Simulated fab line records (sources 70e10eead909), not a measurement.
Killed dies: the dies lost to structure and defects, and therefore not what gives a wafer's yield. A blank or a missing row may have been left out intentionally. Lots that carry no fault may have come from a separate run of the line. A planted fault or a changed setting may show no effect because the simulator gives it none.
A struck lot beside a sound one ; flow nand harc ; 40 steps out of a route of 1302
Sound: the wafers L860.3, L860.4, L860.6. Wafers struck: L870.1, L870.4, L870.5. Last of all comes the cause.
For every step that has rows: the tool of each side, followed by ch and its chambers, followed by its first start. Under that, the readings that differ: sound wafers ; struck wafers ; difference of the means ; sigmas: that difference in standard deviations of wafers without a fault.
alike: a reading whose means differ by less than 2 such deviations, as well as words and numbers matching on both sides. not compared: withheld readings; readings where some wafer has no value; bounds like >300 that might hide an equal value; numbers whose values overlap and for which the record gives no deviation.
A row with sigmas, a row that says differs or no value, or rows on one side alone: a step with any of these is where the two part. Non-overlapping numbers with no deviation appear without sigmas and do not part them. A reading that every wafer of one side lacks parts them only if that side has two wafers or more.

NHARC_A_BONDPAD_THK_MEAS_20: measures by xrf.
  struck on film metro-01, day 29 17:24; sound on film metro-02, day 25 23:24
  alike: thk nm
then, 1 step without rows for these wafers: NHARC_A_BONDPAD_SRD_21 (time 30 s, dry time 20 s).
NHARC_A_BONDPAD_INSPECT_23:
  struck on defect inspect-02, day 29 17:37; sound on defect inspect-01, day 25 23:37
  alike: raw defect count
NHARC_HYBRID_BOND_ACTIVATE_00: chemistry N2, time 60 s.
  sound on rie diel-04 ch 1,3, day 25 23:41; struck on rie diel-07 ch 1,3, day 29 17:42
reading;sound;struck;difference;sigmas
showerhead plenum p Torr (Torr);1.90 1.70 1.90;1.71 1.70 1.70;-0.13;-2
  alike: drypump motor current A, oes product au, rf vpp V
  not compared: rf hours counter h
then, 4 steps without rows for these wafers: NHARC_HYBRID_BOND_PRECLEAN_01 (cleans in DIW, time 300 s); NHARC_HYBRID_BOND_SRD_02 (time 30 s, dry time 20 s); NHARC_HYBRID_BOND_BOND_03; NHARC_HYBRID_BOND_ANNEAL_04 (time 7200 s).
NHARC_HYBRID_BOND_OVL_MEAS_05:
  struck on overlay-02, day 30 03:09; sound on overlay-02, day 26 09:07
  alike: overlay x nm, overlay y nm
NHARC_HYBRID_BOND_INSPECT_06: inspects for defects (ir void).
  struck on defect inspect-02, day 30 03:12; sound on defect inspect-01, day 26 09:10
  alike: raw defect count
NHARC_THIN_TSV_GRIND_00:
  sound on grinder-01 ch 0, day 26 09:42; struck on grinder-01 ch 0, day 30 03:21
  alike: motor current A
then, 13 steps without rows for these wafers: NHARC_THIN_TSV_CMP_01 (polishes); NHARC_THIN_TSV_SRD_03; NHARC_THIN_TSV_PRECLEAN_41 (cleans in SC1); NHARC_THIN_TSV_SRD_42; NHARC_THIN_TSV_DEP_43 (deposits SiO2, target thk 1328.5 nm); NHARC_THIN_TSV_DEHYDRATE_04 (time 120 s); NHARC_THIN_TSV_HMDS_05 (time 30 s); NHARC_THIN_TSV_COAT_06; NHARC_THIN_TSV_SOFTBAKE_07 (time 95 s); NHARC_THIN_TSV_EBR_08; NHARC_THIN_TSV_EXPOSE_09 (exposes mask TSV); NHARC_THIN_TSV_PEB_10 (peb time 85 s); NHARC_THIN_TSV_DEVELOP_11 (time 70 s).
NHARC_THIN_TSV_CD_MEAS_12: target cd 1000 nm.
  sound on cd sem-01 ch 0, day 26 11:50; struck on cd sem-01 ch 0, day 30 05:47
  alike: cd nm
then, 1 step without rows for these wafers: NHARC_THIN_TSV_HARDBAKE_13 (time 80 s).
NHARC_THIN_TSV_DESCUM_14: chemistry O2, time 3 s.
  sound on rie diel-02 ch 1,2,3, day 26 12:00; struck on rie diel-03 ch 1,2,3, day 30 05:56
  alike: chamber pressure mTorr, drypump motor current A, oes product au, rf vpp V, showerhead plenum p Torr, throttle valve pct
  not compared: rf hours counter h
then, 1 step without rows for these wafers: NHARC_THIN_TSV_ETCH_44 (etches the open film in CF4/O2, target depth 1594.2 nm, time 797.1 s).
NHARC_THIN_TSV_ETCH_15: target depth 3000 nm, bosch target overetch cycles 2, bosch etch step 2.8 s.
  sound on rie si-06 ch 1,2, day 26 12:40; struck on rie si-05 ch 1,2, day 30 06:36
reading;sound;struck;difference;sigmas
drypump motor current A (A);5.8 4.8 4.8;6.9 5.4 6.9;+1.3;+2
  not compared: rf hours counter h
NHARC_THIN_TSV_CD_MEAS_16:
  struck on cd sem-01, day 30 06:44; sound on cd sem-01, day 26 12:47
  alike: cd nm
then, 3 steps without rows for these wafers: NHARC_THIN_TSV_STRIP_45 (strips in O2); NHARC_THIN_TSV_STRIP_46 (strips in post etch residue remover, time 1200 s); NHARC_THIN_TSV_DEP_47 (deposits SiO2, target thk 200 nm).
NHARC_THIN_TSV_ETCHBACK_48: etches the open film in C4F8/Ar, target depth 1028.5 nm, time 405.17 s.
  sound on rie diel-13 ch 0,2,3, day 26 14:10; struck on rie diel-02 ch 0,1,3, day 30 08:01
  alike: chamber pressure mTorr, oes product au, rf vpp V
  not compared: rf hours counter h
then, 1 step without rows for these wafers: NHARC_THIN_TSV_STRIP_62 (strips in N2/H2, time 20 s).
NHARC_THIN_TSV_DEGAS_49: time 120 s.
  struck on pvd sputter-02, day 30 08:46; sound on pvd sputter-01, day 26 14:40
  alike: heater power w
then, 3 steps without rows for these wafers: NHARC_THIN_TSV_PRE_CLEAN_50 (time 30 s); NHARC_THIN_TSV_PVD_19 (deposits TaN, target thk 20 nm); NHARC_THIN_TSV_PVD_51 (deposits Cu, target thk 100 nm).
NHARC_END_SORT_01:
  sound on prober-02 ch 0, day 27 06:07; struck on prober-02 ch 0, day 30 21:40
reading;sound;struck;difference;sigmas
defect limited yield (%);87 86 84;0 0 0;-86;-25
killed at array;83 85 108;48 47 44;-46;-2
killed at other;5 2 1;620 620 624;+619;+99 or more
killed at periphery;3 5 0;9 10 9;+7;+2
killed dies;91 92 109;677 677 677;+580;+25
  alike: killed open, killed short

## WHERE THEY PART
At NHARC_HYBRID_BOND_ACTIVATE_00 first; at NHARC_END_SORT_01 last (within this record only).

WHY: the cause the simulator had injected
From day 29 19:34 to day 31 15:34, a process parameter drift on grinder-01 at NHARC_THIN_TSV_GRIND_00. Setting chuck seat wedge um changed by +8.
